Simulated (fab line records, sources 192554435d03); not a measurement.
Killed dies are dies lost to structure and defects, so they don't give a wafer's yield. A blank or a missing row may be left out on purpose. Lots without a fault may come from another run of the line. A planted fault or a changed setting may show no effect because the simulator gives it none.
Chamber matching | flow n5_finfet | N5_FIN_SAQP_PECVD_47 on pecvd-01: 3 sister chambers
The step deposits a-Si from SiH4/He, target thk 45 nm, time 36.3 s. 14 wafers are shown with their chamber, then 7 later ones without.

WAFERS WITH THEIR CHAMBER
wafer  | chamber | showerhead_vpp_V (V) | heater_power_w (W) | showerhead_plenum_p_Torr (Torr)
L568.3 | 2       | 615                  | 591                | 5.71
L568.5 | 2       | 611                  | 603                | 5.69
L568.6 | 1       | 630                  | 697                | 5.66
L582.1 | 0       | 638                  | 746                | 5.68
L582.3 | 2       | 612                  | 616                | 5.70
L582.4 | 1       | 634                  | 705                | 5.67
L583.1 | 1       | 634                  | 682                | 5.68
L583.2 | 2       | 612                  | 663                | 5.71
L583.3 | 0       | 639                  | 756                | 5.67
L584.1 | 0       | 658                  | 749                | 5.69
L584.2 | 1       | 631                  | 668                | 5.66
L584.5 | 2       | 614                  | 657                | 5.70
L586.1 | 2       | 613                  | 637                | 5.71
L586.2 | 1       | 630                  | 660                | 5.68

SIGNATURES (means of the wafers above)
reading                  | chamber 0 | chamber 1 | chamber 2 | scatter within a chamber
showerhead_vpp_V         | 645.00    | 631.80    | 612.83    | 5.06
heater_power_w           | 750.33    | 682.40    | 627.83    | 22.9
showerhead_plenum_p_Torr | 5.6800    | 5.6700    | 5.7033    | 0.00921
Rule: a wafer's distance from a chamber is the root of the sum, over the readings, of the square of ((its reading less the chamber's mean) divided by the reading's scatter). The wafer belongs to the nearest chamber; if the next one is less than 2 further off, it can't be placed. The scatter: the root of (the sum of the squares of (reading less its chamber's mean) over the shown wafers, divided by (wafers less chambers)).

WAFERS WITHOUT THEIR CHAMBER
wafer  | showerhead_vpp_V (V) | heater_power_w (W) | showerhead_plenum_p_Torr (Torr)
L586.5 | 650                  | 708                | 5.70
L588.2 | 611                  | 681                | 5.70
L588.4 | 618                  | 650                | 5.72
L588.6 | 630                  | 706                | 5.68
L590.1 | 641                  | 745                | 5.66
L590.2 | 616                  | 670                | 5.71
L590.4 | 637                  | 746                | 5.68

WHICH CHAMBER EACH WENT THROUGH
wafer  | from the rows above     | in truth
L586.5 | can't be placed: 0 or 1 | 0
L588.2 | 2                       | 2
L588.4 | 2                       | 2
L588.6 | 1                       | 1
L590.1 | can't be placed: 0 or 1 | 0
L590.2 | 2                       | 2
L590.4 | can't be placed: 0 or 1 | 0
Placed correctly: 4 of 7. Can't be placed from these rows: 3 (the true chamber is among the candidates in 3). Placed wrongly: 0.
